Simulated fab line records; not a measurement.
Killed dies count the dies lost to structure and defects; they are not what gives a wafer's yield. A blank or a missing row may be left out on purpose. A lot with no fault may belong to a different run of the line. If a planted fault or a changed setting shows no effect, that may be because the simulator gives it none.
Which of the tools did it? | flow n5Finfet | Sampling: 17 lots, 51 wafers, 4 of 1938 route steps

WHAT EACH GAUGE READ, for each wafer
N5_MOL_CONTACT_COAG_CD_MEAS_137: target cd 16 nm.
lot  | measured     | on       | cdNm (nm)
L075 | day 5 09:17  | cdSem-02 | 16.0 16.1 15.1
L076 | day 5 16:02  | cdSem-02 | 15.8 15.8 15.6
L077 | day 5 20:46  | cdSem-01 | 15.3 15.1 15.9
L078 | day 6 06:48  | cdSem-02 | 15.7 16.8 15.8
L079 | day 6 10:44  | cdSem-01 | 15.7 16.2 16.0
L081 | day 6 20:23  | cdSem-02 | 15.5 16.0 15.3
L082 | day 7 07:01  | cdSem-01 | 15.6 15.9 16.4
L084 | day 7 13:34  | cdSem-02 | 16.3 15.8 16.2
L085 | day 7 21:24  | cdSem-03 | 16.0 15.5 16.0
L086 | day 8 02:10  | cdSem-02 | 15.7 15.4 15.7
L087 | day 8 08:55  | cdSem-01 | 16.3 15.6 15.6
L088 | day 8 14:47  | cdSem-03 | 15.6 16.2 15.5
L089 | day 8 22:02  | cdSem-01 | 16.1 15.4 16.1
L090 | day 9 03:20  | cdSem-01 | 16.7 16.8 16.0
L094 | day 10 05:55 | cdSem-02 | 15.9 15.2 16.2
L095 | day 10 06:41 | cdSem-03 | 15.8 15.3 16.2
L096 | day 10 19:55 | cdSem-03 | 15.3 15.5 15.2

N5_MOL_CONTACT_COAG_OVL_MEAS_41.
lot  | measured     | on         | VD_OVL (nm)
L075 | day 5 09:45  | overlay-01 | -0.1 0.4 0.0
L076 | day 5 16:23  | overlay-01 | -0.6 0.4 0.2
L077 | day 5 21:07  | overlay-02 | -0.3 0.6 -0.1
L078 | day 6 07:10  | overlay-01 | -0.7 -1.2 -0.6
L079 | day 6 11:13  | overlay-02 | -0.6 -0.1 0.5
L081 | day 6 20:44  | overlay-02 | 0.5 -0.4 -0.2
L082 | day 7 07:22  | overlay-02 | -1.0 -1.3 0.3
L084 | day 7 14:03  | overlay-01 | 0.0 -0.3 0.7
L085 | day 7 21:53  | overlay-02 | -0.1 -0.8 -0.5
L086 | day 8 02:39  | overlay-02 | -1.5 -1.6 -1.1
L087 | day 8 09:16  | overlay-01 | -0.2 -0.6 -0.1
L088 | day 8 15:08  | overlay-01 | -0.8 -0.5 0.2
L089 | day 8 22:31  | overlay-02 | 0.2 -0.4 -0.1
L090 | day 9 03:41  | overlay-02 | 0.0 1.0 -0.2
L094 | day 10 06:16 | overlay-01 | -0.3 -0.5 -0.6
L095 | day 10 07:02 | overlay-02 | 0.3 -0.4 -0.7
L096 | day 10 20:16 | overlay-01 | 0.4 0.6 0.0

WHICH TOOL RAN EACH LOT (tool, then ch and the chambers of the sampled wafers, then the start)
lot  | N5_MOL_CONTACT_COAG_ETCH_90       | N5_MOL_CONTACT_COAG_ETCHBACK_135
L075 | rieDiel-05 ch 0,1, day 5 08:32    | rieDiel-04 ch 1,2,3, day 5 08:55
L076 | rieDiel-04 ch 0,1, day 5 15:17    | rieDiel-04 ch 0,1,3, day 5 15:40
L077 | rieDiel-06 ch 0,2,3, day 5 20:01  | rieDiel-06 ch 0,1,2, day 5 20:25
L078 | rieDiel-06 ch 0,2, day 6 05:33    | rieDiel-04 ch 1,2, day 6 06:26
L079 | rieDiel-05 ch 1,2,3, day 6 09:58  | rieDiel-06 ch 0,1, day 6 10:20
L081 | rieDiel-05 ch 0,2, day 6 19:30    | rieDiel-06 ch 2,3, day 6 20:01
L082 | rieDiel-04 ch 1,2,3, day 7 06:16  | rieDiel-06 ch 1,2,3, day 7 06:38
L084 | rieDiel-05 ch 1,3, day 7 12:49    | rieDiel-05 ch 0,1,3, day 7 13:11
L085 | rieDiel-05 ch 0,2, day 7 20:29    | rieDiel-05 ch 1,3, day 7 21:02
L086 | rieDiel-04 ch 0,1, day 8 01:19    | rieDiel-06 ch 1,2,3, day 8 01:49
L087 | rieDiel-06 ch 2,3, day 8 07:19    | rieDiel-05 ch 0,3, day 8 08:33
L088 | rieDiel-04 ch 0,2,3, day 8 14:02  | rieDiel-06 ch 0,3, day 8 14:25
L089 | rieDiel-04 ch 0,2,3, day 8 20:38  | rieDiel-05 ch 2,3, day 8 21:40
L090 | rieDiel-06 ch 0,1, day 9 02:34    | rieDiel-04 ch 0,3, day 9 02:58
L094 | rieDiel-04 ch 0,2,3, day 10 05:07 | rieDiel-06 ch 1,2,3, day 10 05:31
L095 | rieDiel-04 ch 0,2,3, day 10 05:53 | rieDiel-04 ch 0,2, day 10 06:19
L096 | rieDiel-04 ch 0,1,2, day 10 19:03 | rieDiel-06 ch 1,2,3, day 10 19:33
- N5_MOL_CONTACT_COAG_ETCH_90: etches SiARC in CF4, target depth 13 nm, time 21.7 s.
- N5_MOL_CONTACT_COAG_ETCHBACK_135: etches SiO2 in CHF3, target depth 25 nm, time 16.7 s.

AS READ BY THE TOOLS THEMSELVES (means over the sampled wafers that have a number; for cases with no such wafer, the mark the record gives instead)
N5_MOL_CONTACT_COAG_ETCH_90.
lot  | tool       | biasW (W) | cf4FlowSccm (sccm) | chamberPressureMTorr (mTorr) | drypumpMotorCurrentA (A) | etchRfOnTimeS (s) | oesProductAu (a.u.) | rfFwdPowerW (W) | rfVppV (V) | showerheadPlenumPTorr (Torr) | throttleValvePct (%)
L075 | rieDiel-05 | 36.03     | 100.07             | 39.96                        | 5.1                      | 21.2              | 0.60                | 530.4           | 183.7      | 2.03                         | 15.93
L076 | rieDiel-04 | 35.97     | 100.21             | 40.01                        | 6.1                      | 21.4              | 0.63                | 532.6           | 186.1      | 2.22                         | 16.00
L077 | rieDiel-06 | 36.03     | 99.92              | 40.02                        | 5.7                      | 22.3              | 0.66                | 531.2           | 183.4      | 2.19                         | 15.65
L078 | rieDiel-06 | 36.00     | 99.73              | 39.99                        | 5.8                      | 21.9              | 0.63                | 530.9           | 184.1      | 2.17                         | 15.82
L079 | rieDiel-05 | 36.07     | 100.19             | 40.00                        | 5.6                      | 21.7              | 0.64                | 531.3           | 183.5      | 2.12                         | 15.61
L081 | rieDiel-05 | 35.95     | 100.24             | 40.02                        | 5.1                      | 21.5              | 0.70                | 530.7           | 185.0      | 2.12                         | 15.36
L082 | rieDiel-04 | 35.97     | 99.86              | 39.99                        | 5.9                      | 21.9              | 0.61                | 528.8           | 183.9      | 2.12                         | 15.97
L084 | rieDiel-05 | 36.06     | 99.91              | 40.03                        | 5.6                      | 21.1              | 0.67                | 532.2           | 183.6      | 2.07                         | 15.78
L085 | rieDiel-05 | 36.00     | 100.14             | 39.97                        | 5.1                      | 21.6              | 0.69                | 529.4           | 183.2      | 2.12                         | 15.39
L086 | rieDiel-04 | 35.96     | 99.83              | 39.99                        | 6.4                      | 21.5              | 0.62                | 530.7           | 185.2      | 2.21                         | 15.87
L087 | rieDiel-06 | 35.94     | 99.91              | 40.03                        | 5.6                      | 22.1              | 0.67                | 530.0           | 184.4      | 2.20                         | 15.55
L088 | rieDiel-04 | 36.04     | 100.20             | 39.98                        | 6.2                      | 22.0              | 0.71                | 531.4           | 183.9      | 2.13                         | 15.66
L089 | rieDiel-04 | 36.08     | 100.05             | 40.01                        | 6.2                      | 22.3              | 0.70                | 530.2           | 184.2      | 2.13                         | 15.66
L090 | rieDiel-06 | 35.95     | 100.08             | 40.02                        | 5.8                      | 21.6              | 0.59                | 532.2           | 183.8      | 2.10                         | 15.99
L094 | rieDiel-04 | 35.99     | 100.31             | 40.00                        | 6.2                      | 21.9              | 0.69                | 532.4           | 184.3      | 2.12                         | 15.68
L095 | rieDiel-04 | 36.02     | 99.97              | 39.98                        | 6.2                      | 21.9              | 0.68                | 530.9           | 183.7      | 2.12                         | 15.68
L096 | rieDiel-04 | 35.94     | 99.88              | 40.02                        | 6.1                      | 21.5              | 0.75                | 531.8           | 184.0      | 2.16                         | 15.63

N5_MOL_CONTACT_COAG_ETCHBACK_135.
lot  | tool       | biasW (W) | chamberPressureMTorr (mTorr) | drypumpMotorCurrentA (A) | oes_f_703_au (a.u.) | oesProductAu (a.u.) | rfFwdPowerW (W) | rfVppV (V) | showerheadPlenumPTorr (Torr) | throttleValvePct (%)
L075 | rieDiel-04 | 169.8     | 29.989                       | 5.9                      | 0.72                | 0.74                | 600.0           | 531        | 2.37                         | 19.1
L076 | rieDiel-04 | 170.4     | 30.006                       | 6.2                      | 0.75                | 0.75                | 599.6           | 533        | 2.42                         | 19.1
L077 | rieDiel-06 | 170.1     | 29.984                       | 5.4                      | 0.75                | 0.74                | 599.4           | 521        | 2.41                         | 18.8
L078 | rieDiel-04 | 169.7     | 30.019                       | 5.8                      | 0.67                | 0.69                | 600.7           | 532        | 2.37                         | 19.0
L079 | rieDiel-06 | 170.2     | 29.994                       | 5.3                      | 0.72                | 0.71                | 600.2           | 509        | 2.35                         | 18.9
L081 | rieDiel-06 | 169.4     | 29.983                       | 5.3                      | 0.78                | 0.81                | 597.4           | 543        | 2.49                         | 18.6
L082 | rieDiel-06 | 170.2     | 29.969                       | 5.3                      | 0.76                | 0.78                | 597.6           | 533        | 2.43                         | 18.7
L084 | rieDiel-05 | 169.6     | 30.006                       | 5.5                      | 0.80                | 0.79                | 598.2           | 532        | 2.31                         | 18.9
L085 | rieDiel-05 | 170.1     | 30.007                       | 5.7                      | 0.78                | 0.78                | 595.2           | 532        | 2.30                         | 18.9
L086 | rieDiel-06 | 170.2     | 29.980                       | 5.3                      | 0.76                | 0.77                | 596.7           | 533        | 2.42                         | 18.7
L087 | rieDiel-05 | 169.9     | 29.984                       | 5.8                      | 0.86                | 0.86                | 596.4           | 536        | 2.38                         | 18.7
L088 | rieDiel-06 | 170.0     | 29.998                       | 6.0                      | 0.74                | 0.76                | 598.3           | 538        | 2.38                         | 18.9
L089 | rieDiel-05 | 169.9     | 30.028                       | 6.0                      | 0.89                | 0.92                | 597.8           | 534        | 2.41                         | 18.4
L090 | rieDiel-04 | 169.9     | 30.000                       | 6.5                      | 0.73                | 0.75                | 599.6           | 545        | 2.41                         | 18.9
L094 | rieDiel-06 | 169.7     | 30.001                       | 5.3                      | 0.74                | 0.75                | 600.4           | 531        | 2.42                         | 18.7
L095 | rieDiel-04 | 169.6     | 29.980                       | 6.4                      | 0.77                | 0.80                | 600.8           | 546        | 2.41                         | 18.7
L096 | rieDiel-06 | 169.7     | 30.007                       | 5.3                      | 0.73                | 0.75                | 598.5           | 532        | 2.41                         | 18.7

THE ANSWER, worked out from the rows above alone
Rule: usual is defined by the lots themselves. Put in order of their means at a reading, lots are off if they are a third of the lots or fewer, leave a main group of 4 or more, and stand apart from it by a gap of 3 or more times the standard deviation of the main group's means; of several such gaps the widest counts. The tables above print the reading to a certain number of digits; a main group whose means all agree to those digits is not used. Also off: a lot with no number at a reading for which 4 or more lots have one. Any other lot the step has rows for is counted as sound. The gauges are gone through in route order, then the tools' own readings, and for those a lot's mean is taken as printed above. The first step at which some lot is off is used, and at that step the reading that is off furthest; a lot without a number counts as furthest.
No lot is off at any reading shown: from this, nothing can be told.

WHAT WAS PUT IN BY THE SIMULATOR
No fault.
